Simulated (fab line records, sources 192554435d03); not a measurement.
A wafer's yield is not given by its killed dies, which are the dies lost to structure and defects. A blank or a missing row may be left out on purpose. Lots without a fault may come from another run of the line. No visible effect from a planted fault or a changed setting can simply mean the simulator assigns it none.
Chamber matching ; flow n5Finfet ; N5_BEOL_M8_ETCH_62 on rieDiel-04 has 4 sister chambers
The step etches SOC in N2/H2, target depth 110 nm, overetch 22 nm, time 165 s. 18 wafers are shown with their chamber, then 9 later ones without.

EACH WAFER AND ITS CHAMBER
wafer;chamber;throttleValvePct (%);showerheadPlenumPTorr (Torr);rfVppV (V)
L076.1;2;18.00;2.47;522
L076.5;1;17.71;2.40;520
L076.6;2;17.99;2.47;522
L077.2;0;17.60;2.68;528
L077.3;1;17.72;2.40;519
L077.6;3;17.82;2.51;522
L080.1;0;17.62;2.68;527
L080.2;1;17.73;2.39;520
L080.6;3;17.83;2.51;523
L082.1;0;17.61;2.68;526
L082.2;1;17.75;2.39;519
L082.6;2;18.05;2.46;522
L084.1;3;17.85;2.51;522
L084.2;2;18.02;2.46;521
L084.5;3;17.84;2.51;524
L085.1;0;17.65;2.67;527
L085.2;1;17.35;2.71;527
L085.6;1;17.36;2.71;527

SIGNATURES (means of the wafers above)
reading;chamber 0;chamber 1;chamber 2;chamber 3;scatter within a chamber
throttleValvePct;17.6200;17.6033;18.0150;17.8350;0.116
showerheadPlenumPTorr;2.6775;2.5000;2.4650;2.5100;0.0973
rfVppV;527.00;522.00;521.75;522.75;2.41
Rule: for each reading, subtract the chamber's mean from the wafer's reading, divide by that reading's scatter and square the result; add these up over the readings and take the root, which gives the wafer's distance from the chamber. The wafer belongs to the nearest chamber; if the next one is less than 2 further off, it can't be placed. The scatter is the square root of a quotient: the sum, over the shown wafers, of each reading's squared deviation from its chamber's mean, divided by wafers minus chambers.

WAFERS WITHOUT THEIR CHAMBER
wafer;throttleValvePct (%);showerheadPlenumPTorr (Torr);rfVppV (V)
L092.1;17.66;2.67;527
L092.3;18.06;2.45;521
L092.5;17.38;2.70;529
L096.1;17.39;2.70;528
L096.2;17.68;2.66;528
L096.3;18.08;2.45;522
L097.2;17.38;2.70;527
L097.4;17.68;2.66;526
L097.6;17.46;2.49;522

WHICH CHAMBER EACH WENT THROUGH
wafer;from the rows above;in truth
L092.1;0;0
L092.3;can't be placed: 2 or 3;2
L092.5;can't be placed: 0 or 1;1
L096.1;can't be placed: 0 or 1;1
L096.2;0;0
L096.3;can't be placed: 2 or 3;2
L097.2;can't be placed: 0 or 1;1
L097.4;can't be placed: 0 or 1 or 3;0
L097.6;can't be placed: 1 or 0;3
Correct placement for 2 of the 9. Not placeable from these rows: 7 (in 6, the candidates include the true chamber). Number placed wrongly: 0.
